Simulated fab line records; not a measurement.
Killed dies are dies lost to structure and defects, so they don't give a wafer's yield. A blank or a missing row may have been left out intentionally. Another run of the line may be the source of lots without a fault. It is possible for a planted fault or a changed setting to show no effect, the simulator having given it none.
fab line records	flow n5-finfet
[record] lots = 24	wafers = 72	last-day = 24
route steps=1938 shown ZERO_LAYER@4 WELL_APT@45 PMOS_HMC_CHANNEL_EPI@65 FIN_SAQP@96
lots that met no fault: from a run of the same line without faults
start-h: start of the lot's first displayed wafer, in hours after the record's first day	wait-h: hours elapsed since this lot's preceding step	" repeats the value in the row above	L1.1+2: several wafers, shown together as one row	- no value present, or no start provided	* or withheld: withheld	< > ~ a bound
route shown NAME@n: NAME is a module with steps in the file, n the number in the route of the first one	usual: mean and standard deviation over wafers with no fault	same: alike in all rows	chamber/n: place in a boat	sites: readings site by site	_std_site: standard deviation across them	_edge_site: inner sites' mean taken away from outer sites' mean	radius-mm: how far each site lies from the wafer's centre	mask NAME#n: copy n	behind: the most recent tool/chamber to have shaped the wafer	hold: the reason the lot was held/the length of the hold in hours/how it ended	device: whichever transistor did not switch (one of n, p or np)	end of line: the same wafers' tests at the end of the route	where a step has no rows: the recipe by itself	killed: not the wafer's yield, but the dies lost to structure and defects at the first sort	map: dies across one wafer; x = killed, . = not, _ = none there
set.NAME: setting as actually run; set.NAME@STEP: the setting as run at that earlier step	model.NAME: the simulator's own value behind a step, which no gauge read
one table for each step of the route and one row for each wafer, over a sample of lots
services: the hour from which a tool's chamber was out of use, counted from the record's first day as start-h (under 0 if before that day), plus the number of hours and why
[[steps]]
[step N5_ZERO_LAYER_PECVD_02]
[recipe] material = SiO2	target-thk-a = 100	temp-c = 400	precursor = SiH4/N2O	pressure-torr = 0.75	rf-w = 275	time-s = 6
[usual] heater-power-w = 708/110	showerhead-plenum-p-Torr = 8.17/0.15	susceptor-temp-C = 400.02/0.22
lot.wafer	tool	chamber	start-h	wait-h	heater-power-w	showerhead-plenum-p-Torr	susceptor-temp-C
L074.2	pecvd-02	0	12.47	0.0	607	8.27	399.95
L074.4	"	2	"	"	778	7.88	399.81
L074.5	"	1	"	"	614	8.23	400.00
L075.1	pecvd-02	0	18.28	0.0	590	8.29	400.28
L075.4	"	0	"	"	616	8.29	399.99
L075.6	"	1	"	"	621	8.26	400.31
L076.2	pecvd-02	2	24.28	0.0	733	7.86	399.80
L076.4	"	1	"	"	526	8.21	400.20
L076.6	"	2	"	"	721	7.88	399.93
L077.2	pecvd-02	0	30.28	0.0	627	8.28	400.32
L077.3	"	1	"	"	519	8.21	399.87
L077.6	"	1	"	"	528	8.21	399.92
L078.2	pecvd-04	1	36.28	0.0	754	8.20	399.93
L078.4	"	1	"	"	772	8.19	400.39
L078.6	"	0	"	"	799	8.20	400.08
L079.1	pecvd-02	2	42.28	0.0	812	7.88	399.99
L079.2	"	1	"	"	535	8.23	400.19
L079.3	"	0	"	"	570	8.29	400.39
L080.1	pecvd-04	1	48.28	0.0	851	8.20	399.61
L080.5	"	1	"	"	850	8.21	399.64
L080.6	"	0	"	"	765	8.23	399.65
L081.2	pecvd-01	0	54.28	0.0	787	8.17	400.19
L081.3	"	2	"	"	615	8.23	399.90
L081.5	"	2	"	"	596	8.25	399.69
L082.1	pecvd-02	2	60.28	0.0	821	7.89	399.92
L082.5	"	1	"	"	630	8.22	400.09
L082.6	"	0	"	"	657	8.28	400.50
L083.1	pecvd-02	2	66.28	0.0	692	7.88	400.07
L083.3	"	0	"	"	575	8.30	399.86
L083.4	"	2	"	"	710	7.88	399.94
L084.1	pecvd-02	2	72.29	0.0	770	7.89	400.23
L084.2	"	1	"	"	624	8.24	400.12
L084.3	"	0	"	"	611	8.28	399.55
L085.1	pecvd-01	1	78.30	0.0	916	8.44	399.88
L085.4	"	0	"	"	775	8.21	400.27
L085.5	"	1	"	"	919	8.43	399.96
L086.2	pecvd-04	0	84.28	0.0	769	8.22	399.86
L086.3	"	2	"	"	685	8.04	400.03
L086.4	"	0	"	"	764	8.24	400.13
L087.2	pecvd-04	0	90.28	0.0	801	8.21	400.10
L087.4	"	2	"	"	766	8.04	399.87
L087.6	"	0	"	"	806	8.24	400.18
L088.3	pecvd-02	0	96.30	0.0	592	8.29	400.28
L088.4	"	1	"	"	625	8.24	400.01
L088.5	"	0	"	"	598	8.28	400.43
L089.2	pecvd-04	1	102.30	0.0	851	8.17	399.82
L089.4	"	2	"	"	778	8.04	399.80
L089.5	"	0	"	"	806	8.23	400.14
L090.2	pecvd-02	0	108.28	0.0	636	8.30	400.07
L090.5	"	0	"	"	628	8.27	399.98
L090.6	"	2	"	"	749	7.89	400.14
L091.2	pecvd-04	0	114.28	0.0	782	8.21	400.11
L091.4	"	0	"	"	783	8.23	400.02
L091.5	"	2	"	"	777	8.04	400.00
L092.2	pecvd-02	1	120.28	0.0	536	8.22	400.10
L092.3	"	1	"	"	537	8.20	399.94
L092.4	"	0	"	"	572	8.30	399.68
L093.2	pecvd-01	0	126.28	0.0	738	8.19	400.23
L093.3	"	1	"	"	827	8.42	400.12
L093.4	"	0	"	"	734	8.17	400.00
L094.3	pecvd-02	1	132.28	0.0	627	8.25	400.16
L094.4	"	1	"	"	614	8.22	400.21
L094.6	"	0	"	"	634	8.29	400.31
L095.4	pecvd-04	2	138.31	0.1	693	8.03	400.13
L095.5	"	1	"	"	912	8.19	399.72
L095.6	"	0	"	"	778	8.22	399.71
L096.1	pecvd-02	2	144.29	0.0	698	7.89	400.23
L096.2	"	0	"	"	632	8.30	400.56
L096.6	"	1	"	"	543	8.22	399.84
L097.1	pecvd-04	0	150.30	0.0	755	8.23	399.87
L097.4	"	1	"	"	880	8.18	400.18
L097.6	"	0	"	"	783	8.24	399.84
[step N5_ZERO_LAYER_INSPECT_20]
[recipe] inspect-instrument = darkfield	mode = post-clean
[usual] raw-defect-count = 37/17
lot.wafer	tool	chamber	start-h	wait-h	raw-defect-count
L074.2	defect-inspect-01	-	13.81	0.0	31
L074.4	"	-	"	"	22
L074.5	"	-	"	"	25
L075.1	defect-inspect-02	-	19.25	0.0	45
L075.4	"	-	"	"	22
L075.6	"	-	"	"	20
L076.2	defect-inspect-01	-	25.38	0.0	38
L076.4	"	-	"	"	26
L076.6	"	-	"	"	43
L077.2	defect-inspect-02	-	31.38	0.0	60
L077.3	"	-	"	"	35
L077.6	"	-	"	"	41
L078.2	defect-inspect-02	-	37.43	0.0	26
L078.4	"	-	"	"	64
L078.6	"	-	"	"	57
L079.1	defect-inspect-02	-	43.38	0.0	15
L079.2	"	-	"	"	31
L079.3	"	-	"	"	43
L080.1	defect-inspect-01	-	49.42	0.0	33
L080.5	"	-	"	"	47
L080.6	"	-	"	"	39
L081.2	defect-inspect-01	-	55.30	0.0	44
L081.3	"	-	"	"	26
L081.5	"	-	"	"	29
L082.1	defect-inspect-01	-	61.28	0.0	62
L082.5	"	-	"	"	75
L082.6	"	-	"	"	66
L083.1	defect-inspect-01	-	67.39	0.0	18
L083.3	"	-	"	"	22
L083.4	"	-	"	"	41
L084.1	defect-inspect-02	-	73.47	0.0	22
L084.2	"	-	"	"	20
L084.3	"	-	"	"	18
L085.1	defect-inspect-02	-	79.42	0.0	35
L085.4	"	-	"	"	26
L085.5	"	-	"	"	59
L086.2	defect-inspect-01	-	85.25	0.0	23
L086.3	"	-	"	"	19
L086.4	"	-	"	"	37
L087.2	defect-inspect-01	-	91.25	0.0	49
L087.4	"	-	"	"	19
L087.6	"	-	"	"	26
L088.3	defect-inspect-02	-	97.80	0.0	33
L088.4	"	-	"	"	28
L088.5	"	-	"	"	57
L089.2	defect-inspect-01	-	104.58	0.0	13
L089.4	"	-	"	"	39
L089.5	"	-	"	"	52
L090.2	defect-inspect-02	-	109.26	0.0	29
L090.5	"	-	"	"	19
L090.6	"	-	"	"	21
L091.2	defect-inspect-02	-	115.67	0.0	23
L091.4	"	-	"	"	40
L091.5	"	-	"	"	26
L092.2	defect-inspect-01	-	121.55	0.0	18
L092.3	"	-	"	"	26
L092.4	"	-	"	"	37
L093.2	defect-inspect-02	-	127.28	0.0	12
L093.3	"	-	"	"	37
L093.4	"	-	"	"	29
L094.3	defect-inspect-02	-	133.38	0.0	17
L094.4	"	-	"	"	30
L094.6	"	-	"	"	24
L095.4	defect-inspect-01	-	139.25	0.0	75
L095.5	"	-	"	"	51
L095.6	"	-	"	"	86
L096.1	defect-inspect-02	-	146.13	0.0	23
L096.2	"	-	"	"	44
L096.6	"	-	"	"	48
L097.1	defect-inspect-01	-	152.69	0.0	30
L097.4	"	-	"	"	25
L097.6	"	-	"	"	77
[step N5_WELL_APT_INSPECT_27]
[recipe] mode = adi	inspect-instrument = macro
[usual] raw-defect-count = 2.0/1.5
lot.wafer	tool	chamber	start-h	wait-h	raw-defect-count
L074.2	defect-inspect-02	-	15.29	0.0	1
L074.4	"	-	"	"	4
L074.5	"	-	"	"	2
L075.1	defect-inspect-01	-	20.98	0.0	1
L075.4	"	-	"	"	4
L075.6	"	-	"	"	4
L076.2	defect-inspect-01	-	27.36	0.0	2
L076.4	"	-	"	"	2
L076.6	"	-	"	"	4
L077.2	defect-inspect-01	-	32.99	0.0	1
L077.3	"	-	"	"	1
L077.6	"	-	"	"	3
L078.2	defect-inspect-01	-	39.04	0.0	1
L078.4	"	-	"	"	3
L078.6	"	-	"	"	3
L079.1	defect-inspect-01	-	44.98	0.0	3
L079.2	"	-	"	"	1
L079.3	"	-	"	"	2
L080.1	defect-inspect-02	-	51.03	0.0	1
L080.5	"	-	"	"	0
L080.6	"	-	"	"	1
L081.2	defect-inspect-02	-	56.78	0.0	1
L081.3	"	-	"	"	4
L081.5	"	-	"	"	1
L082.1	defect-inspect-01	-	63.29	0.0	1
L082.5	"	-	"	"	1
L082.6	"	-	"	"	1
L083.1	defect-inspect-02	-	68.94	0.0	2
L083.3	"	-	"	"	5
L083.4	"	-	"	"	1
L084.1	defect-inspect-01	-	75.12	0.0	3
L084.2	"	-	"	"	2
L084.3	"	-	"	"	3
L085.1	defect-inspect-01	-	81.15	0.0	3
L085.4	"	-	"	"	1
L085.5	"	-	"	"	3
L086.2	defect-inspect-01	-	86.86	0.0	3
L086.3	"	-	"	"	2
L086.4	"	-	"	"	4
L087.2	defect-inspect-01	-	92.88	0.0	3
L087.4	"	-	"	"	1
L087.6	"	-	"	"	2
L088.3	defect-inspect-02	-	99.28	0.0	4
L088.4	"	-	"	"	3
L088.5	"	-	"	"	0
L089.2	defect-inspect-02	-	106.18	0.0	1
L089.4	"	-	"	"	2
L089.5	"	-	"	"	2
L090.2	defect-inspect-02	-	111.08	0.0	1
L090.5	"	-	"	"	1
L090.6	"	-	"	"	2
L091.2	defect-inspect-01	-	117.28	0.0	2
L091.4	"	-	"	"	1
L091.5	"	-	"	"	3
L092.2	defect-inspect-02	-	123.51	0.0	1
L092.3	"	-	"	"	3
L092.4	"	-	"	"	4
L093.2	defect-inspect-01	-	128.89	0.0	2
L093.3	"	-	"	"	6
L093.4	"	-	"	"	5
L094.3	defect-inspect-01	-	135.21	0.0	0
L094.4	"	-	"	"	1
L094.6	"	-	"	"	0
L095.4	defect-inspect-02	-	140.76	0.0	1
L095.5	"	-	"	"	4
L095.6	"	-	"	"	1
L096.1	defect-inspect-02	-	147.79	0.0	4
L096.2	"	-	"	"	2
L096.6	"	-	"	"	2
L097.1	defect-inspect-01	-	154.42	0.0	1
L097.4	"	-	"	"	3
L097.6	"	-	"	"	1
[step N5_PMOS_HMC_CHANNEL_EPI_CD_MEAS_09]
[recipe] target-cd-nm = 237.4	landing-energy-ev = 500	detector = se-inlens
[usual] cd-nm = 237.7/1.1
lot.wafer	tool	chamber	start-h	wait-h	cd-nm
L074.2	cd-sem-02	0	17.40	-	238.4
L074.4	"	0	"	"	241.1
L074.5	"	0	"	"	239.0
L075.1	cd-sem-03	0	23.17	-	238.0
L075.4	"	0	"	"	238.8
L075.6	"	0	"	"	238.5
L076.2	cd-sem-03	0	29.68	-	237.3
L076.4	"	0	"	"	237.5
L076.6	"	0	"	"	238.4
L077.2	cd-sem-02	0	35.38	-	238.5
L077.3	"	0	"	"	238.7
L077.6	"	0	"	"	237.3
L078.2	cd-sem-02	0	41.23	-	239.4
L078.4	"	0	"	"	236.6
L078.6	"	0	"	"	237.7
L079.1	cd-sem-01	0	46.98	-	237.3
L079.2	"	0	"	"	238.1
L079.3	"	0	"	"	236.9
L080.1	cd-sem-03	0	53.04	-	236.5
L080.5	"	0	"	"	236.4
L080.6	"	0	"	"	236.7
L081.2	cd-sem-02	0	59.25	-	235.5
L081.3	"	0	"	"	239.0
L081.5	"	0	"	"	237.0
L082.1	cd-sem-02	0	65.97	-	237.2
L082.5	"	0	"	"	237.3
L082.6	"	0	"	"	237.8
L083.1	cd-sem-01	0	70.93	-	236.9
L083.3	"	0	"	"	238.1
L083.4	"	0	"	"	237.2
L084.1	cd-sem-03	0	77.35	-	238.1
L084.2	"	0	"	"	236.5
L084.3	"	0	"	"	237.4
L085.1	cd-sem-03	0	83.15	-	236.8
L085.4	"	0	"	"	235.7
L085.5	"	0	"	"	236.6
L086.2	cd-sem-01	0	88.98	-	239.9
L086.3	"	0	"	"	240.0
L086.4	"	0	"	"	239.2
L087.2	cd-sem-02	0	95.02	-	237.9
L087.4	"	0	"	"	238.6
L087.6	"	0	"	"	238.7
L088.3	cd-sem-01	0	101.99	-	238.6
L088.4	"	0	"	"	238.9
L088.5	"	0	"	"	239.2
L089.2	cd-sem-02	0	108.27	-	236.3
L089.4	"	0	"	"	238.6
L089.5	"	0	"	"	237.2
L090.2	cd-sem-02	0	113.29	-	236.9
L090.5	"	0	"	"	237.8
L090.6	"	0	"	"	238.7
L091.2	cd-sem-03	0	119.49	-	238.1
L091.4	"	0	"	"	236.6
L091.5	"	0	"	"	237.9
L092.2	cd-sem-02	0	125.77	-	238.5
L092.3	"	0	"	"	237.6
L092.4	"	0	"	"	239.0
L093.2	cd-sem-01	0	130.94	-	237.0
L093.3	"	0	"	"	236.8
L093.4	"	0	"	"	236.4
L094.3	cd-sem-01	0	137.35	-	237.0
L094.4	"	0	"	"	236.3
L094.6	"	0	"	"	235.9
L095.4	cd-sem-01	0	142.89	-	238.8
L095.5	"	0	"	"	237.4
L095.6	"	0	"	"	237.0
L096.1	cd-sem-03	0	149.99	-	238.4
L096.2	"	0	"	"	237.9
L096.6	"	0	"	"	239.8
L097.1	cd-sem-02	0	156.41	-	239.0
L097.4	"	0	"	"	238.2
L097.6	"	0	"	"	237.8
[step N5_PMOS_HMC_CHANNEL_EPI_CMP_21]
[recipe] material = SiGe30	post-cmp-clean = alkaline-brush	target-thk-nm = 54
[usual] motor-current-A = 11.5/1.2
lot.wafer	tool	chamber	start-h	wait-h	motor-current-A
L074.2	cmp-04	0	20.20	0.1	14.1
L074.4	"	1	"	"	10.9
L074.5	"	2	"	"	11.5
L075.4	cmp-01	0	25.26	0.1	12.4
L075.1	"	1	"	"	12.9
L075.6	"	3	"	"	12.5
L076.2	cmp-01	3	32.25	0.0	12.9
L076.4	"	0	"	"	11.4
L076.6	"	0	"	"	11.7
L077.3	cmp-04	3	37.47	0.0	10.9
L077.2	"	1	"	"	11.6
L077.6	"	3	"	"	11.7
L078.4	cmp-01	1	43.67	0.0	12.7
L078.2	"	0	"	"	11.7
L078.6	"	1	"	"	12.5
L079.3	cmp-02	3	49.04	0.0	12.5
L079.1	"	1	"	"	9.3
L079.2	"	2	"	"	9.7
L080.1	cmp-01	1	55.10	0.0	12.6
L080.5	"	1	"	"	12.8
L080.6	"	2	"	"	10.5
L081.3	cmp-01	0	61.31	0.0	11.7
L081.2	"	3	"	"	12.0
L081.5	"	0	"	"	12.0
L082.1	cmp-02	3	68.13	0.1	12.5
L082.6	"	1	"	"	8.9
L082.5	"	2	"	"	10.0
L083.1	cmp-02	3	73.42	0.1	12.7
L083.3	"	0	"	"	9.5
L083.4	"	1	"	"	9.6
L084.2	cmp-01	2	79.40	0.0	10.9
L084.3	"	3	"	"	12.3
L084.1	"	0	"	"	12.1
L085.4	cmp-01	2	85.25	0.1	10.4
L085.1	"	3	"	"	12.5
L085.5	"	2	"	"	10.9
L087.2	cmp-04	0	98.12	0.3	12.9
L087.4	"	1	"	"	11.4
L087.6	"	3	"	"	11.8
L088.3	cmp-01	0	105.29	0.0	11.5
L088.4	"	2	"	"	10.2
L088.5	"	0	"	"	12.1
L086.2	cmp-02	0	107.00	0.0	9.4
L086.3	"	2	"	"	9.6
L086.4	"	3	"	"	12.8
L089.4	cmp-04	0	110.45	0.1	12.6
L089.2	"	1	"	"	11.2
L089.5	"	2	"	"	11.5
L090.2	cmp-01	0	115.61	0.0	12.1
L090.6	"	0	"	"	11.9
L090.5	"	1	"	"	13.1
L091.2	cmp-02	3	121.75	0.2	12.4
L091.4	"	1	"	"	9.8
L091.5	"	0	"	"	9.9
L092.4	cmp-01	3	127.82	0.0	12.2
L092.2	"	0	"	"	11.8
L092.3	"	1	"	"	12.9
L093.4	cmp-01	0	133.05	0.1	12.2
L093.3	"	1	"	"	12.9
L093.2	"	3	"	"	12.9
L094.4	cmp-04	1	139.41	0.0	10.6
L094.3	"	3	"	"	12.3
L094.6	"	2	"	"	10.4
L095.4	cmp-02	2	145.05	0.1	9.9
L095.6	"	3	"	"	12.9
L095.5	"	0	"	"	9.5
L096.2	cmp-01	0	152.98	0.1	12.3
L096.1	"	2	"	"	10.9
L096.6	"	0	"	"	11.6
L097.4	cmp-04	3	159.64	0.1	11.7
L097.1	"	1	"	"	11.6
L097.6	"	3	"	"	11.5
[step N5_FIN_SAQP_HM_DEP_03]
[recipe] material = SiNx	target-thk-a = 380	temp-c = 400	precursor = SiH4/NH3/N2	pressure-torr = 1.5	rf-w = 300	time-s = 33.6
[usual] heater-power-w = 737/110	showerhead-plenum-p-Torr = 5.15/0.066	susceptor-temp-C = 399.99/0.22	throttle-valve-pct = 39.0/2.5
lot.wafer	tool	chamber	start-h	wait-h	heater-power-w	showerhead-plenum-p-Torr	susceptor-temp-C	throttle-valve-pct
L074.2	pecvd-03	2	21.44	0.2	865	5.22	399.69	44.2
L074.4	"	2	"	"	888	5.23	399.84	44.4
L074.5	"	0	"	"	810	5.11	400.01	38.8
L075.1	pecvd-02	1	27.02	0.2	601	5.18	399.60	36.0
L075.4	"	0	"	"	572	5.20	399.97	40.0
L075.6	"	1	"	"	608	5.18	399.65	36.0
L076.2	pecvd-02	2	33.56	0.2	679	5.01	399.64	37.4
L076.4	"	1	"	"	573	5.17	399.96	36.4
L076.6	"	2	"	"	697	5.01	400.00	37.8
L077.2	pecvd-02	1	38.88	0.2	578	5.19	399.82	36.2
L077.3	"	0	"	"	572	5.21	399.90	40.3
L077.6	"	2	"	"	822	5.01	400.06	37.8
L078.2	pecvd-04	1	46.15	0.2	797	5.16	400.08	40.5
L078.4	"	0	"	"	801	5.20	399.95	36.0
L078.6	"	0	"	"	813	5.18	399.81	35.9
L079.1	pecvd-04	1	51.86	0.2	820	5.16	399.78	40.2
L079.2	"	2	"	"	752	5.09	400.11	35.9
L079.3	"	0	"	"	718	5.18	400.39	35.8
L080.1	pecvd-04	1	56.63	0.2	840	5.17	400.02	40.1
L080.5	"	0	"	"	781	5.19	400.16	35.8
L080.6	"	2	"	"	687	5.07	400.12	36.3
L081.2	pecvd-03	1	62.63	0.2	707	5.18	400.23	40.5
L081.3	"	1	"	"	723	5.19	400.14	40.4
L081.5	"	0	"	"	841	5.12	399.99	38.6
L082.1	pecvd-04	1	69.51	0.2	863	5.17	399.86	40.2
L082.5	"	0	"	"	816	5.17	400.37	36.2
L082.6	"	1	"	"	882	5.16	399.68	40.3
L083.1	pecvd-04	2	74.87	0.2	784	5.07	400.34	36.2
L083.3	"	0	"	"	758	5.20	399.76	36.0
L083.4	"	0	"	"	758	5.17	400.28	36.0
L084.1	pecvd-02	1	81.13	0.2	597	5.17	400.27	36.4
L084.2	"	0	"	"	607	5.21	400.07	40.2
L084.3	"	2	"	"	779	5.02	400.23	38.1
L085.1	pecvd-03	2	86.56	0.2	784	5.22	400.18	44.5
L085.4	"	0	"	"	915	5.11	399.92	38.9
L085.5	"	2	"	"	799	5.22	399.94	44.2
L087.2	pecvd-03	1	100.50	0.2	758	5.18	399.66	40.6
L087.4	"	2	"	"	913	5.21	399.59	44.3
L087.6	"	1	"	"	757	5.18	399.99	40.5
L088.3	pecvd-03	2	106.83	0.1	798	5.23	400.03	44.2
L088.4	"	2	"	"	818	5.23	400.06	44.3
L088.5	"	0	"	"	900	5.12	399.94	38.8
L086.2	pecvd-04	2	108.32	0.2	753	5.08	399.95	36.3
L086.3	"	0	"	"	779	5.17	400.27	36.2
L086.4	"	2	"	"	757	5.09	400.14	36.4
L089.2	pecvd-03	2	112.00	0.2	830	5.21	399.91	44.3
L089.4	"	0	"	"	855	5.09	399.70	39.3
L089.5	"	1	"	"	767	5.20	399.88	40.4
L090.2	pecvd-02	2	117.06	0.2	667	5.02	400.07	37.9
L090.5	"	0	"	"	513	5.21	400.07	40.4
L090.6	"	1	"	"	575	5.17	399.88	36.4
L091.2	pecvd-03	1	123.17	0.2	721	5.19	400.00	40.6
L091.4	"	2	"	"	789	5.22	400.20	44.4
L091.5	"	0	"	"	912	5.10	399.68	39.4
L092.2	pecvd-02	2	129.42	0.2	789	5.01	399.92	38.3
L092.3	"	0	"	"	621	5.21	400.34	40.5
L092.4	"	1	"	"	573	5.19	399.81	36.1
L093.2	pecvd-04	0	134.62	0.2	694	5.18	400.04	36.3
L093.3	"	2	"	"	686	5.10	400.17	36.6
L093.4	"	1	"	"	829	5.16	399.78	40.2
L094.3	pecvd-02	0	140.78	0.1	613	5.21	399.84	40.6
L094.4	"	0	"	"	618	5.20	400.03	40.8
L094.6	"	2	"	"	820	5.01	399.77	38.3
L095.4	pecvd-02	0	146.70	0.2	587	5.21	400.13	40.9
L095.5	"	2	"	"	741	5.01	400.13	38.3
L095.6	"	1	"	"	617	5.17	400.31	36.0
L096.1	pecvd-03	2	154.50	0.2	948	5.22	399.84	44.3
L096.2	"	0	"	"	797	5.12	400.07	39.4
L096.6	"	2	"	"	900	5.22	399.98	44.2
L097.1	pecvd-02	1	160.98	0.2	568	5.18	399.82	36.2
L097.4	"	1	"	"	584	5.19	399.94	36.4
L097.6	"	0	"	"	532	5.21	400.14	40.7
[[services]]
tool	chamber	start-h	hours	kind
cmp-01	-	-7.03	1.6	repair
cmp-02	-	-5.74	4.4	pm
cmp-01	-	-5.10	1.6	repair
cmp-02	-	4.32	5.0	pm
pecvd-04	2	21.12	-	clean
pecvd-04	2	21.12	-	consumable-replace:showerhead
pecvd-04	2	21.12	29.0	scheduled-down
pecvd-04	2	21.12	29.0	vent-cycle
cmp-01	-	33.65	0.9	repair
cmp-02	-	45.32	0.4	repair
pecvd-01	1	66.32	9.9	repair
cmp-04	-	66.38	0.2	repair
cmp-02	-	76.10	0.6	repair
cmp-01	-	95.34	0.8	repair
cmp-01	-	114.53	0.8	repair
pecvd-02	2	117.88	9.8	repair
cmp-01	-	118.00	4.0	pm
cmp-01	-	122.00	-	consumable-replace:conditioner
pecvd-04	1	135.65	2.1	scheduled-down
pecvd-04	0	141.17	-	calibration
cmp-01	-	141.28	0.9	repair
cmp-01	-	143.76	0.4	repair
cmp-04	-	155.94	0.8	repair
cmp-04	-	159.05	0.4	repair
[[key]]
fault none
